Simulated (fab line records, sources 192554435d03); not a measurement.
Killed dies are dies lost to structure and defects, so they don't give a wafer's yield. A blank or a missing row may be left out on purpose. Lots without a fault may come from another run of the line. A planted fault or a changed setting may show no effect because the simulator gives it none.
Split-lot experiment | flow n5_finfet | 7 lots, 21 wafers read, on a route of 1938 steps

THE SPLIT
At N5_BEOL_M15_EXPOSE_25 (exposes mask M15, target cd 400 nm), the setting dose_mj was moved away from the recipe's 35.5 on 7 of the 21 wafers read, by -6.3% to +5.0%. The other wafers ran this setting at the recipe's value.

FROM THE SPLIT TO THE READING: what the file shows between them, 3 steps
- N5_BEOL_M15_PEB_26: peb time 90 s
- N5_BEOL_M15_DEVELOP_27: develop time 45 s
- N5_BEOL_M15_HARDBAKE_32: time 120 s

THE READING
cd_nm, in nm, at N5_BEOL_M15_CD_MEAS_28 (target cd 407.6 nm). Fault-free wafers of this fab line usually give 409.8 nm, standard deviation 2.2 nm.

wafer  | tool, chamber at the split | dose_mj as run | against the recipe | cd_nm, nm | against lot-mates on the recipe
L074.1 | krf_scanner-02, 0          | 35.5           | recipe             | 410.6     | -
L074.2 | krf_scanner-02, 0          | 35.5           | recipe             | 408.4     | -
L074.6 | krf_scanner-02, 0          | 35.5           | recipe             | 412.9     | -
L075.1 | krf_scanner-01, 0          | 35.5           | recipe             | 412.4     | -
L075.4 | krf_scanner-01, 0          | 37.24          | +4.9%              | 417.0     | +7.4
L075.5 | krf_scanner-01, 0          | 35.5           | recipe             | 406.9     | -
L076.2 | krf_scanner-01, 0          | 35.5           | recipe             | 412.0     | -
L076.3 | krf_scanner-01, 0          | 35.5           | recipe             | 411.4     | -
L076.6 | krf_scanner-01, 0          | 33.25          | -6.3%              | 397.6     | -14.1
L079.2 | krf_scanner-01, 0          | 36.18          | +1.9%              | 412.5     | +2.4
L079.3 | krf_scanner-01, 0          | 36.18          | +1.9%              | 412.7     | +2.6
L079.4 | krf_scanner-01, 0          | 35.5           | recipe             | 410.1     | -
L080.3 | krf_scanner-01, 0          | 37.27          | +5.0%              | 420.8     | +11.3
L080.5 | krf_scanner-01, 0          | 35.5           | recipe             | 409.5     | -
L080.6 | krf_scanner-01, 0          | 37.27          | +5.0%              | 420.7     | +11.2
L092.1 | krf_scanner-01, 0          | 34.62          | -2.5%              | 404.9     | -10.2
L092.4 | krf_scanner-01, 0          | 35.5           | recipe             | 415.7     | -
L092.5 | krf_scanner-01, 0          | 35.5           | recipe             | 414.6     | -
L096.2 | krf_scanner-02, 0          | 35.5           | recipe             | 408.1     | -
L096.4 | krf_scanner-02, 0          | 35.5           | recipe             | 405.7     | -
L096.6 | krf_scanner-02, 0          | 35.5           | recipe             | 404.8     | -

THE FIT
A straight line over all 21 wafers: cd_nm changes by +1.9 nm for each +1% of dose_mj; r = +0.87; the points scatter about the line by 2.8 nm.
The same after taking each lot's own level away (the mean of its wafers on the recipe; 21 wafers): +2.18 nm for each +1%; r = +0.95; scatter 1.9 nm.
On that fit, the largest move of dose_mj shifts the reading by 14 nm.
The lots' own levels span 406.20 to 415.15 nm, that is 4.1 times the standard deviation above.
So the lot-to-lot level changes the slope: the two fits differ.
Check: with one of the wafers moved furthest among these (-6.3%) left out of the fit, the line predicts -14.5 nm for it against its lot-mates. It came out at -14.1 nm against them.

OTHER SPLITS ON THESE WAFERS
These wafers also went through other splits before the reading. Each is held against what the fit with the lots' levels taken away leaves over:
other split on the same wafers    | wafers away from the commonest value | r with cd_nm (lot level and that fit taken away)
N5_BEOL_M14_TRENCH_ETCH_34 time_s | 9                                    | -0.11
N5_BEOL_M15_COAT_22 spin_rpm      | 7                                    | +0.11

THE WHOLE CHAIN: every reading that the file lists as answering this split, in the file's order
step                   | what it does             | reading                                                         | change (the file's fit)              | r (the file's)
N5_BEOL_M15_CD_MEAS_28 | target cd 407.6 nm       | cd_nm                                                           | +2.14 nm for each +1% of the setting | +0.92
N5_BEOL_M15_DESCUM_33  | chemistry O2, time 7.9 s | BEOL_M15.cd_nm (the simulator's own value, which no gauge read) | +2.16 nm for each +1% of the setting | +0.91

THE FILE'S OWN FIT
cd_nm changes by +2.14 nm for each +1% of dose_mj, r = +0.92.
